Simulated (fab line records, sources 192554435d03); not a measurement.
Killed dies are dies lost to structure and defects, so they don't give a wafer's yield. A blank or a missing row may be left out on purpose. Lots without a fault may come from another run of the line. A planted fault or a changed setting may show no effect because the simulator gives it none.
fab line records | flow n5_finfet
record lots=24 wafers=72 last_day=18
route steps=1938 shown BEOL_M2@898
lots that met no fault: from a run of the same line without faults
start_h: hours from the record's first day to the start of the lot's first wafer shown | wait_h: hours since the lot's step before | " the same as in the row above | L1.1+2: a row that stands for several wafers | - no value, or no start given | * or withheld: withheld | < > ~ a bound
route shown NAME@n: a module of which the file shows steps, and the number in the route of the first | usual: mean/standard deviation of fault-free wafers | same: alike in all rows | chamber/n: place in a boat | sites: the reading at each site | _std_site: their standard deviation | _edge_site: outer sites' mean less inner sites' | radius_mm: how far each site lies from the wafer's centre | mask NAME#n: copy n | behind: the tool/chamber that last shaped the wafer | hold: why the lot was held/for how many hours/how that ended | device: the transistor (n, p or np) that didn't switch | end of line: the same wafers' tests at the end of the route | a step without rows: its recipe alone | killed: dies lost to structure and defects at the first sort, not the wafer's yield | map: a wafer's dies, x killed, . not, _ none there
set.NAME: the setting as run; set.NAME@STEP: as run at that earlier step | model.NAME: the simulator's own value behind a step, which no gauge read
steps of the route over a sample of lots; a table a step, a row a wafer
## steps
# step N5_BEOL_M2_CD_MEAS_35
# recipe target_cd_nm=18 target_cd_y_nm=22.2 polarity=opening
# usual cd_nm=18.1/0.34
# columns lot.wafer tool chamber start_h wait_h cd_nm
L074.4 cd_sem-03 - 138.64 0.0 18.2
L074.5 " - " " 17.9
L074.6 " - " " 17.7
L075.1 cd_sem-01 - 142.56 0.0 18.4
L075.2 " - " " 18.7
L075.6 " - " " 17.9
L076.3 cd_sem-03 - 143.52 0.0 17.8
L076.4 " - " " 17.7
L076.5 " - " " 17.5
L077.2 cd_sem-03 - 152.52 0.0 17.8
L077.3 " - " " 18.7
L077.6 " - " " 18.6
L078.1 cd_sem-01 - 167.65 0.0 17.8
L078.3 " - " " 18.0
L078.6 " - " " 18.3
L079.3 cd_sem-03 - 172.40 0.0 17.9
L079.4 " - " " 18.0
L079.6 " - " " 17.7
L080.1 cd_sem-03 - 180.54 0.0 18.3
L080.4 " - " " 18.0
L080.5 " - " " 18.6
L081.1 cd_sem-03 - 188.69 0.0 17.7
L081.3 " - " " 18.0
L081.5 " - " " 17.4
L082.1 cd_sem-01 - 194.33 0.0 18.3
L082.2 " - " " 18.9
L082.3 " - " " 18.5
L083.2 cd_sem-03 - 194.35 0.0 18.3
L083.3 " - " " 17.5
L083.5 " - " " 18.3
L084.1 cd_sem-02 - 204.44 0.0 17.3
L084.3 " - " " 18.0
L084.6 " - " " 18.2
L085.3 cd_sem-03 - 212.66 0.0 17.8
L085.4 " - " " 17.6
L085.6 " - " " 17.9
L086.1 cd_sem-03 - 213.07 0.0 18.0
L086.4 " - " " 17.6
L086.5 " - " " 17.7
L087.2 cd_sem-02 - 219.16 0.0 18.1
L087.5 " - " " 17.8
L087.6 " - " " 18.2
L088.3 cd_sem-03 - 225.21 0.0 17.7
L088.4 " - " " 18.8
L088.6 " - " " 18.3
L089.3 cd_sem-01 - 233.75 0.0 18.3
L089.4 " - " " 18.2
L089.6 " - " " 18.6
L090.2 cd_sem-02 - 239.82 0.0 18.2
L090.4 " - " " 17.8
L090.6 " - " " 18.2
L091.1 cd_sem-02 - 239.91 0.0 18.0
L091.3 " - " " 18.2
L091.6 " - " " 18.2
L093.1 cd_sem-03 - 243.10 0.0 18.3
L093.2 " - " " 17.8
L093.5 " - " " 17.7
L092.2 cd_sem-01 - 244.14 0.0 18.1
L092.4 " - " " 18.0
L092.6 " - " " 17.6
L094.1 cd_sem-01 - 272.72 0.0 18.8
L094.2 " - " " 18.3
L094.6 " - " " 18.3
L095.1 cd_sem-03 - 277.85 0.0 18.5
L095.3 " - " " 18.4
L095.5 " - " " 17.8
L097.2 cd_sem-02 - 281.50 0.0 17.8
L097.4 " - " " 18.0
L097.6 " - " " 18.0
L096.1 cd_sem-01 - 281.51 0.0 18.3
L096.2 " - " " 18.3
L096.3 " - " " 18.0
# step N5_BEOL_M2_SPUTTER_48
# recipe material=Cu target_thk_a=45 temp_c=-20 chamber_pressure_pa=0.07 power_w=withheld time_s=8.29
# usual throttle_valve_pct=30.1/1
# columns lot.wafer tool chamber start_h wait_h throttle_valve_pct
L074.4 pvd_sputter-02 - 140.73 1.4 29.7
L074.5 " - " " 30.0
L074.6 " - " " 30.6
L075.1 pvd_sputter-02 - 143.57 0.1 31.5
L075.2 " - " " 30.7
L075.6 " - " " 31.4
L076.3 pvd_sputter-03 - 144.56 0.4 30.0
L076.4 " - " " 30.3
L076.5 " - " " 30.4
L077.2 pvd_sputter-02 - 153.95 0.2 30.7
L077.3 " - " " 31.1
L077.6 " - " " 29.8
L078.1 pvd_sputter-03 - 168.27 0.1 32.4
L078.3 " - " " 30.0
L078.6 " - " " 29.7
L079.3 pvd_sputter-01 - 175.12 1.6 29.4
L079.4 " - " " 28.5
L079.6 " - " " 28.1
L080.1 pvd_sputter-01 - 181.61 0.2 28.6
L080.4 " - " " 29.2
L080.5 " - " " 30.2
L081.1 pvd_sputter-02 - 189.71 0.1 30.3
L081.3 " - " " 30.9
L081.5 " - " " 30.8
L082.1 pvd_sputter-02 - 195.43 0.1 29.7
L082.2 " - " " 31.4
L082.3 " - " " 30.0
L083.2 pvd_sputter-01 - 195.56 0.2 30.2
L083.3 " - " " 28.3
L083.5 " - " " 29.4
L084.1 pvd_sputter-02 - 206.33 0.1 29.6
L084.3 " - " " 31.3
L084.6 " - " " 29.9
L085.3 pvd_sputter-01 - 213.45 0.2 30.1
L085.4 " - " " 28.5
L085.6 " - " " 28.6
L086.1 pvd_sputter-03 - 214.30 0.3 30.3
L086.4 " - " " 30.3
L086.5 " - " " 30.0
L087.2 pvd_sputter-02 - 220.11 0.1 31.4
L087.5 " - " " 29.8
L087.6 " - " " 31.5
L088.3 pvd_sputter-01 - 226.47 0.1 28.5
L088.4 " - " " 30.4
L088.6 " - " " 28.8
L089.3 pvd_sputter-03 - 235.53 0.2 30.1
L089.4 " - " " 30.6
L089.6 " - " " 30.0
L090.2 pvd_sputter-02 - 240.78 0.3 31.1
L090.4 " - " " 30.3
L090.6 " - " " 30.9
L091.1 pvd_sputter-03 - 242.27 1.7 29.6
L091.3 " - " " 30.4
L091.6 " - " " 29.8
L093.1 pvd_sputter-03 - 244.11 0.2 29.8
L093.2 " - " " 30.2
L093.5 " - " " 32.4
L092.2 pvd_sputter-03 - 246.41 0.3 30.4
L092.4 " - " " 32.4
L092.6 " - " " 29.9
L094.1 pvd_sputter-01 - 273.69 0.1 29.4
L094.2 " - " " 28.4
L094.6 " - " " 30.4
L095.1 pvd_sputter-01 - 278.97 0.2 29.2
L095.3 " - " " 30.1
L095.5 " - " " 28.7
L097.2 pvd_sputter-02 - 282.40 0.1 30.9
L097.4 " - " " 29.8
L097.6 " - " " 31.2
L096.1 pvd_sputter-01 - 282.51 0.1 28.6
L096.2 " - " " 28.3
L096.3 " - " " 29.6
# step N5_BEOL_M2_ANNEAL_49
# recipe temp_c=400 time_s=240 ambient=vacuum
# usual heater_power_w=828/130
# columns lot.wafer tool chamber start_h wait_h heater_power_w
L074.4 pvd_sputter-02 - 140.81 0.0 879
L074.5 " - " " 1053
L074.6 " - " " 608
L075.1 pvd_sputter-02 - 143.65 0.0 1061
L075.2 " - " " 608
L075.6 " - " " 1072
L076.3 pvd_sputter-03 - 144.64 0.0 708
L076.4 " - " " 802
L076.5 " - " " 784
L077.2 pvd_sputter-02 - 154.03 0.0 605
L077.3 " - " " 1065
L077.6 " - " " 817
L078.1 pvd_sputter-03 - 168.35 0.0 795
L078.3 " - " " 802
L078.6 " - " " 703
L079.3 pvd_sputter-01 - 175.20 0.0 876
L079.4 " - " " 850
L079.6 " - " " 814
L080.1 pvd_sputter-01 - 181.69 0.0 853
L080.4 " - " " 878
L080.5 " - " " 745
L081.1 pvd_sputter-02 - 189.79 0.0 617
L081.3 " - " " 1102
L081.5 " - " " 613
L082.1 pvd_sputter-02 - 195.51 0.0 870
L082.2 " - " " 1034
L082.3 " - " " 1038
L083.2 pvd_sputter-01 - 195.64 0.0 760
L083.3 " - " " 801
L083.5 " - " " 888
L084.1 pvd_sputter-02 - 206.41 0.0 842
L084.3 " - " " 1058
L084.6 " - " " 863
L085.3 pvd_sputter-01 - 213.53 0.0 733
L085.4 " - " " 798
L085.6 " - " " 809
L086.1 pvd_sputter-03 - 214.38 0.0 779
L086.4 " - " " 780
L086.5 " - " " 711
L087.2 pvd_sputter-02 - 220.19 0.0 1065
L087.5 " - " " 856
L087.6 " - " " 1035
L088.3 pvd_sputter-01 - 226.55 0.0 881
L088.4 " - " " 735
L088.6 " - " " 855
L089.3 pvd_sputter-03 - 235.61 0.0 713
L089.4 " - " " 779
L089.6 " - " " 720
L090.2 pvd_sputter-02 - 240.86 0.0 1056
L090.4 " - " " 1057
L090.6 " - " " 619
L091.1 pvd_sputter-03 - 242.35 0.0 713
L091.3 " - " " 811
L091.6 " - " " 712
L093.1 pvd_sputter-03 - 244.19 0.0 704
L093.2 " - " " 824
L093.5 " - " " 821
L092.2 pvd_sputter-03 - 246.49 0.0 799
L092.4 " - " " 816
L092.6 " - " " 736
L094.1 pvd_sputter-01 - 273.77 0.0 875
L094.2 " - " " 789
L094.6 " - " " 755
L095.1 pvd_sputter-01 - 279.05 0.0 881
L095.3 " - " " 720
L095.5 " - " " 797
L097.2 pvd_sputter-02 - 282.48 0.0 614
L097.4 " - " " 849
L097.6 " - " " 1056
L096.1 pvd_sputter-01 - 282.59 0.0 859
L096.2 " - " " 802
L096.3 " - " " 865
# step N5_BEOL_M2_SPUTTER_90
# recipe material=Cu target_thk_a=45 temp_c=-20 chamber_pressure_pa=0.07 power_w=withheld time_s=8.29
# usual throttle_valve_pct=30.1/1.1
# columns lot.wafer tool chamber start_h wait_h throttle_valve_pct
L074.4 pvd_sputter-02 - 141.83 0.1 29.6
L074.5 " - " " 30.2
L074.6 " - " " 30.9
L075.1 pvd_sputter-02 - 144.67 0.1 31.2
L075.2 " - " " 31.0
L075.6 " - " " 31.3
L076.3 pvd_sputter-03 - 145.66 0.1 30.0
L076.4 " - " " 30.2
L076.5 " - " " 30.5
L077.2 pvd_sputter-02 - 155.05 0.1 30.5
L077.3 " - " " 31.4
L077.6 " - " " 29.8
L078.1 pvd_sputter-03 - 169.37 0.1 32.1
L078.3 " - " " 30.3
L078.6 " - " " 29.9
L079.3 pvd_sputter-01 - 176.22 0.1 29.4
L079.4 " - " " 28.7
L079.6 " - " " 28.4
L080.1 pvd_sputter-01 - 182.71 0.1 28.6
L080.4 " - " " 29.5
L080.5 " - " " 30.2
L081.1 pvd_sputter-02 - 190.81 0.1 30.9
L081.3 " - " " 31.3
L081.5 " - " " 30.9
L082.1 pvd_sputter-02 - 196.53 0.1 29.9
L082.2 " - " " 31.3
L082.3 " - " " 30.0
L083.2 pvd_sputter-01 - 196.66 0.1 30.5
L083.3 " - " " 28.2
L083.5 " - " " 29.5
L084.1 pvd_sputter-02 - 207.43 0.1 29.9
L084.3 " - " " 31.1
L084.6 " - " " 29.4
L085.3 pvd_sputter-01 - 214.55 0.1 30.7
L085.4 " - " " 28.6
L085.6 " - " " 28.3
L086.1 pvd_sputter-03 - 215.40 0.1 30.4
L086.4 " - " " 30.3
L086.5 " - " " 29.8
L087.2 pvd_sputter-02 - 221.21 0.1 31.5
L087.5 " - " " 29.8
L087.6 " - " " 31.2
L088.3 pvd_sputter-01 - 227.57 0.1 28.6
L088.4 " - " " 30.4
L088.6 " - " " 28.6
L089.3 pvd_sputter-03 - 236.63 0.1 29.7
L089.4 " - " " 30.6
L089.6 " - " " 29.5
L090.2 pvd_sputter-02 - 241.88 0.1 31.5
L090.4 " - " " 30.2
L090.6 " - " " 30.9
L091.1 pvd_sputter-03 - 243.37 0.1 29.6
L091.3 " - " " 30.4
L091.6 " - " " 29.8
L093.1 pvd_sputter-03 - 245.21 0.1 29.7
L093.2 " - " " 30.2
L093.5 " - " " 32.7
L092.2 pvd_sputter-03 - 247.51 0.1 30.3
L092.4 " - " " 32.5
L092.6 " - " " 29.4
L094.1 pvd_sputter-01 - 274.79 0.1 29.4
L094.2 " - " " 28.4
L094.6 " - " " 30.2
L095.1 pvd_sputter-01 - 280.07 0.1 29.4
L095.3 " - " " 30.2
L095.5 " - " " 28.4
L097.2 pvd_sputter-02 - 283.50 0.1 30.9
L097.4 " - " " 29.8
L097.6 " - " " 31.4
L096.1 pvd_sputter-01 - 283.61 0.1 28.4
L096.2 " - " " 28.4
L096.3 " - " " 29.5
# step N5_BEOL_M2_SPUTTER_94
# recipe material=Cu target_thk_a=45 temp_c=-20 chamber_pressure_pa=0.07 power_w=withheld time_s=8.29
# usual throttle_valve_pct=30.1/1
# columns lot.wafer tool chamber start_h wait_h throttle_valve_pct
L074.4 pvd_sputter-02 - 142.27 0.1 29.4
L074.5 " - " " 30.2
L074.6 " - " " 30.7
L075.1 pvd_sputter-02 - 145.11 0.1 31.5
L075.2 " - " " 30.8
L075.6 " - " " 31.2
L076.3 pvd_sputter-03 - 146.10 0.1 29.8
L076.4 " - " " 30.0
L076.5 " - " " 30.3
L077.2 pvd_sputter-02 - 155.49 0.1 30.5
L077.3 " - " " 31.3
L077.6 " - " " 29.8
L078.1 pvd_sputter-03 - 169.81 0.1 32.4
L078.3 " - " " 30.2
L078.6 " - " " 29.6
L079.3 pvd_sputter-01 - 176.66 0.1 29.3
L079.4 " - " " 28.8
L079.6 " - " " 28.4
L080.1 pvd_sputter-01 - 183.15 0.1 28.9
L080.4 " - " " 29.0
L080.5 " - " " 30.4
L081.1 pvd_sputter-02 - 191.25 0.1 30.6
L081.3 " - " " 31.3
L081.5 " - " " 30.6
L082.1 pvd_sputter-02 - 196.97 0.1 29.7
L082.2 " - " " 31.3
L082.3 " - " " 30.3
L083.2 pvd_sputter-01 - 197.10 0.1 30.0
L083.3 " - " " 28.6
L083.5 " - " " 29.5
L084.1 pvd_sputter-02 - 207.87 0.1 29.7
L084.3 " - " " 31.2
L084.6 " - " " 29.8
L085.3 pvd_sputter-01 - 214.99 0.1 30.3
L085.4 " - " " 28.3
L085.6 " - " " 28.3
L086.1 pvd_sputter-03 - 215.84 0.1 30.4
L086.4 " - " " 30.2
L086.5 " - " " 30.0
L087.2 pvd_sputter-02 - 221.65 0.1 31.4
L087.5 " - " " 29.8
L087.6 " - " " 31.6
L088.3 pvd_sputter-01 - 228.01 0.1 28.8
L088.4 " - " " 30.5
L088.6 " - " " 28.4
L089.3 pvd_sputter-03 - 237.07 0.1 29.8
L089.4 " - " " 30.3
L089.6 " - " " 29.6
L090.2 pvd_sputter-02 - 242.32 0.1 31.4
L090.4 " - " " 30.3
L090.6 " - " " 30.3
L091.1 pvd_sputter-03 - 243.81 0.1 29.7
L091.3 " - " " 30.3
L091.6 " - " " 29.8
L093.1 pvd_sputter-03 - 245.65 0.1 29.5
L093.2 " - " " 30.4
L093.5 " - " " 32.3
L092.2 pvd_sputter-03 - 247.95 0.1 30.3
L092.4 " - " " 32.4
L092.6 " - " " 29.6
L094.1 pvd_sputter-01 - 275.23 0.1 29.5
L094.2 " - " " 28.0
L094.6 " - " " 30.4
L095.1 pvd_sputter-01 - 280.51 0.1 29.3
L095.3 " - " " 30.3
L095.5 " - " " 28.5
L097.2 pvd_sputter-02 - 283.94 0.1 30.8
L097.4 " - " " 29.9
L097.6 " - " " 31.3
L096.1 pvd_sputter-01 - 284.05 0.1 28.7
L096.2 " - " " 28.4
L096.3 " - " " 29.3
# step N5_BEOL_M2_ANNEAL_95
# recipe temp_c=400 time_s=240 ambient=vacuum
# usual heater_power_w=828/130
# columns lot.wafer tool chamber start_h wait_h heater_power_w
L074.4 pvd_sputter-02 - 142.35 0.0 858
L074.5 " - " " 1038
L074.6 " - " " 605
L075.1 pvd_sputter-02 - 145.19 0.0 1089
L075.2 " - " " 601
L075.6 " - " " 1049
L076.3 pvd_sputter-03 - 146.18 0.0 723
L076.4 " - " " 785
L076.5 " - " " 795
L077.2 pvd_sputter-02 - 155.57 0.0 620
L077.3 " - " " 1055
L077.6 " - " " 858
L078.1 pvd_sputter-03 - 169.89 0.0 809
L078.3 " - " " 830
L078.6 " - " " 725
L079.3 pvd_sputter-01 - 176.74 0.0 855
L079.4 " - " " 843
L079.6 " - " " 792
L080.1 pvd_sputter-01 - 183.23 0.0 847
L080.4 " - " " 853
L080.5 " - " " 737
L081.1 pvd_sputter-02 - 191.33 0.0 610
L081.3 " - " " 1056
L081.5 " - " " 631
L082.1 pvd_sputter-02 - 197.05 0.0 849
L082.2 " - " " 1067
L082.3 " - " " 1057
L083.2 pvd_sputter-01 - 197.18 0.0 751
L083.3 " - " " 823
L083.5 " - " " 859
L084.1 pvd_sputter-02 - 207.95 0.0 846
L084.3 " - " " 1057
L084.6 " - " " 866
L085.3 pvd_sputter-01 - 215.07 0.0 730
L085.4 " - " " 821
L085.6 " - " " 810
L086.1 pvd_sputter-03 - 215.92 0.0 788
L086.4 " - " " 775
L086.5 " - " " 713
L087.2 pvd_sputter-02 - 221.73 0.0 1067
L087.5 " - " " 851
L087.6 " - " " 1049
L088.3 pvd_sputter-01 - 228.09 0.0 819
L088.4 " - " " 753
L088.6 " - " " 859
L089.3 pvd_sputter-03 - 237.15 0.0 722
L089.4 " - " " 759
L089.6 " - " " 724
L090.2 pvd_sputter-02 - 242.40 0.0 1034
L090.4 " - " " 1060
L090.6 " - " " 612
L091.1 pvd_sputter-03 - 243.89 0.0 725
L091.3 " - " " 799
L091.6 " - " " 729
L093.1 pvd_sputter-03 - 245.73 0.0 730
L093.2 " - " " 811
L093.5 " - " " 805
L092.2 pvd_sputter-03 - 248.03 0.0 803
L092.4 " - " " 810
L092.6 " - " " 730
L094.1 pvd_sputter-01 - 275.31 0.0 855
L094.2 " - " " 791
L094.6 " - " " 749
L095.1 pvd_sputter-01 - 280.59 0.0 863
L095.3 " - " " 745
L095.5 " - " " 797
L097.2 pvd_sputter-02 - 284.02 0.0 594
L097.4 " - " " 848
L097.6 " - " " 1071
L096.1 pvd_sputter-01 - 284.13 0.0 826
L096.2 " - " " 811
L096.3 " - " " 856
## key
fault none
